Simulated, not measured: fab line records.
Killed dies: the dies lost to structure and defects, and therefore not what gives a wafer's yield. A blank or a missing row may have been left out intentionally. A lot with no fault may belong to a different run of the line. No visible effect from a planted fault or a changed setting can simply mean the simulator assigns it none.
fab line records | flow n5Finfet
[record] lots = 5 wafers = 15 lastDay = 17
route steps=1938 shown BEOL_M9@1406
lots with no fault: from the same line, run without faults
startH: the number of hours between the record's first day and the start of the first shown wafer of the lot | waitH: time in hours since the lot's previous step | " identical to the entry in the row above | L1.1+2: a single row standing in for several wafers | - no value present, or no start provided | * or withheld: withheld | < > ~ a bound
route shown NAME@n: NAME is a module with steps in the file, n the number in the route of the first one | usual: average and standard deviation across the fault-free wafers | same: alike in all rows | chamber/n: place in a boat | sites: per-site readings | _std_site: standard deviation of those values | _edge_site: mean of outer sites minus mean of inner sites | radiusMm: for every site, how far away it sits from the centre of the wafer | mask NAME#n: copy n | behind: the last tool/chamber to shape the wafer | hold: why the lot was held/for how many hours/how that ended | device: transistor that didn't switch, given as n, p or np | end of line: the same wafers' tests at the end of the route | a step with no rows: only its recipe | killed: count of dies lost to structure and defects at first sort (not the wafer's yield) | map: the dies of a wafer, with x for killed, . for not killed, _ for no die there
set.NAME: the setting as run; set.NAME@STEP: as run at that earlier step | model.NAME: the simulator's own value behind a step, which no gauge read
lots seen at some steps along the route; tables by step, rows by wafer
services: when a tool's chamber went out of use (startH, in hours from the record's first day, below 0 if earlier), for how many hours, and the reason
[[steps]]
[step N5_BEOL_M9_COAT_59]
[recipe] resist = SOC tempC = 250 timeS = 60 spinRpm = 1500 resistThkNm = 100
[usual] exhaustPa = 45.0/0.98
// columns lot.wafer tool chamber startH waitH exhaustPa
L075.3 lithoTrack-02 0 235.60 0.1 44.8
L075.4 " 0 " " 44.3
L075.5 " 0 " " 44.1
L079.2 lithoTrack-02 0 243.92 0.1 45.2
L079.3 " 0 " " 43.5
L079.6 " 0 " " 45.2
L082.1 lithoTrack-03 0 271.11 0.1 44.1
L082.3 " 0 " " 44.3
L082.4 " 0 " " 45.1
L088.1 lithoTrack-02 0 303.83 0.1 45.4
L088.4 " 0 " " 46.6
L088.5 " 0 " " 45.2
L096.1 lithoTrack-02 0 355.83 0.1 44.5
L096.4 " 0 " " 44.3
L096.6 " 0 " " 46.0
[step N5_BEOL_M9_COAT_60]
[recipe] resist = SiARC tempC = 220 timeS = 60 spinRpm = 1500 resistThkNm = 30
[usual] exhaustPa = 44.9/0.78
// columns lot.wafer tool chamber startH waitH exhaustPa
L075.3 lithoTrack-02 0 - - 44.5
L075.4 " 0 " " 44.8
L075.5 " 0 " " 45.9
L079.2 lithoTrack-02 0 - - 45.3
L079.3 " 0 " " 46.0
L079.6 " 0 " " 45.7
L082.1 lithoTrack-03 0 - - 43.1
L082.3 " 0 " " 44.5
L082.4 " 0 " " 43.6
L088.1 lithoTrack-02 0 - - 44.0
L088.4 " 0 " " 44.8
L088.5 " 0 " " 45.1
L096.1 lithoTrack-02 0 - - 44.1
L096.4 " 0 " " 45.3
L096.6 " 0 " " 44.8
[step N5_BEOL_M9_COAT_05]
[recipe] resist = CAR-ArF spinRpm = 1500 resistThkNm = 90
[usual] exhaustPa = 44.9/0.9
// columns lot.wafer tool chamber startH waitH exhaustPa
L075.3 lithoTrack-02 0 - - 45.3
L075.4 " 0 " " 45.5
L075.5 " 0 " " 45.6
L079.2 lithoTrack-02 0 - - 44.4
L079.3 " 0 " " 43.9
L079.6 " 0 " " 42.2
L082.1 lithoTrack-03 0 - - 46.0
L082.3 " 0 " " 44.9
L082.4 " 0 " " 44.5
L088.1 lithoTrack-02 0 - - 44.0
L088.4 " 0 " " 45.5
L088.5 " 0 " " 44.5
L096.1 lithoTrack-02 0 - - 43.2
L096.4 " 0 " " 45.1
L096.6 " 0 " " 41.8
[step N5_BEOL_M9_EBR_07]
[recipe] solvent = PGMEA ebrWidthMm = 1.5
[usual] exhaustPa = 45.0/0.88
// columns lot.wafer tool chamber startH waitH exhaustPa
L075.3 lithoTrack-02 0 - - 45.1
L075.4 " 0 " " 43.3
L075.5 " 0 " " 43.9
L079.2 lithoTrack-02 0 - - 44.5
L079.3 " 0 " " 43.4
L079.6 " 0 " " 44.3
L082.1 lithoTrack-03 0 - - 44.1
L082.3 " 0 " " 45.1
L082.4 " 0 " " 45.9
L088.1 lithoTrack-02 0 - - 44.1
L088.4 " 0 " " 44.7
L088.5 " 0 " " 46.9
L096.1 lithoTrack-02 0 - - 45.8
L096.4 " 0 " " 44.6
L096.6 " 0 " " 45.8
[step N5_BEOL_M9_SOFTBAKE_06]
[recipe] tempC = 110 timeS = 60 resist = CAR-ArF
[usual] exhaustPa = 45.1/0.91
// columns lot.wafer tool chamber startH waitH exhaustPa
L075.3 lithoTrack-02 0 - - 45.3
L075.4 " 0 " " 45.3
L075.5 " 0 " " 45.9
L079.2 lithoTrack-02 0 - - 45.7
L079.3 " 0 " " 44.3
L079.6 " 0 " " 45.5
L082.1 lithoTrack-03 0 - - 45.8
L082.3 " 0 " " 44.9
L082.4 " 0 " " 44.8
L088.1 lithoTrack-02 0 - - 45.0
L088.4 " 0 " " 43.5
L088.5 " 0 " " 43.7
L096.1 lithoTrack-02 0 - - 45.2
L096.4 " 0 " " 45.3
L096.6 " 0 " " 43.3
[step N5_BEOL_M9_EXPOSE_08]
[recipe] maskId = M9 na = 1.35 sourceShape = dipole sigmaInner = 0.411 sigmaOuter = 0.611 polarization = te doseMj = 53.75
// columns lot.wafer tool chamber startH waitH mask
L075.3+4+5 arfiScanner-03 0 235.88 - M9#0
L079.2+3+6 arfiScanner-03 0 244.04 - M9#0
L082.1+3+4 arfiScanner-03 0 271.35 - M9#0
L088.1+4+5 arfiScanner-03 0 304.08 - M9#0
L096.1+4+6 arfiScanner-02 0 355.95 - M9#0
[step N5_BEOL_M9_PEB_09]
[recipe] pebTempC = withheld pebTimeS = 60 resist = CAR-ArF
[usual] exhaustPa = 45.0/0.92
// columns lot.wafer tool chamber startH waitH exhaustPa
L075.3 lithoTrack-03 0 235.92 0.0 45.3
L075.4 " 0 " " 45.1
L075.5 " 0 " " 44.8
L079.2 lithoTrack-02 0 244.10 0.0 45.8
L079.3 " 0 " " 46.2
L079.6 " 0 " " 46.0
L082.1 lithoTrack-02 0 271.41 0.1 44.0
L082.3 " 0 " " 44.0
L082.4 " 0 " " 43.9
L088.1 lithoTrack-02 0 304.13 0.1 45.1
L088.4 " 0 " " 45.8
L088.5 " 0 " " 45.0
L096.1 lithoTrack-02 0 356.01 0.1 44.6
L096.4 " 0 " " 44.6
L096.6 " 0 " " 43.5
[step N5_BEOL_M9_DEVELOP_10]
[recipe] developTimeS = 30 developer = TMAH resist = CAR-ArF rinseLiquid = diw dry = airSpin devTempC = 23
[usual] exhaustPa = 45.0/0.8
// columns lot.wafer tool chamber startH waitH exhaustPa
L075.3 lithoTrack-03 0 - - 44.2
L075.4 " 0 " " 44.2
L075.5 " 0 " " 45.7
L079.2 lithoTrack-02 0 - - 45.5
L079.3 " 0 " " 44.8
L079.6 " 0 " " 43.9
L082.1 lithoTrack-02 0 - - 44.9
L082.3 " 0 " " 44.5
L082.4 " 0 " " 44.4
L088.1 lithoTrack-02 0 - - 46.1
L088.4 " 0 " " 45.3
L088.5 " 0 " " 47.4
L096.1 lithoTrack-02 0 - - 44.1
L096.4 " 0 " " 45.1
L096.6 " 0 " " 44.5
[[services]]
// columns tool chamber startH hours kind
arfiScanner-02 - 213.17 0.9 repair
arfiScanner-03 - 220.95 1.3 pm
arfiScanner-03 - 250.08 3.9 pm
arfiScanner-02 0 258.84 - calibration
arfiScanner-02 - 278.21 0.8 pm
arfiScanner-02 - 295.26 1.3 pm
arfiScanner-03 - 302.16 0.8 pm
arfiScanner-02 - 307.73 3.0 repair
arfiScanner-03 - 346.45 1.3 pm
arfiScanner-03 0 352.36 - calibration
[[key]]
fault none
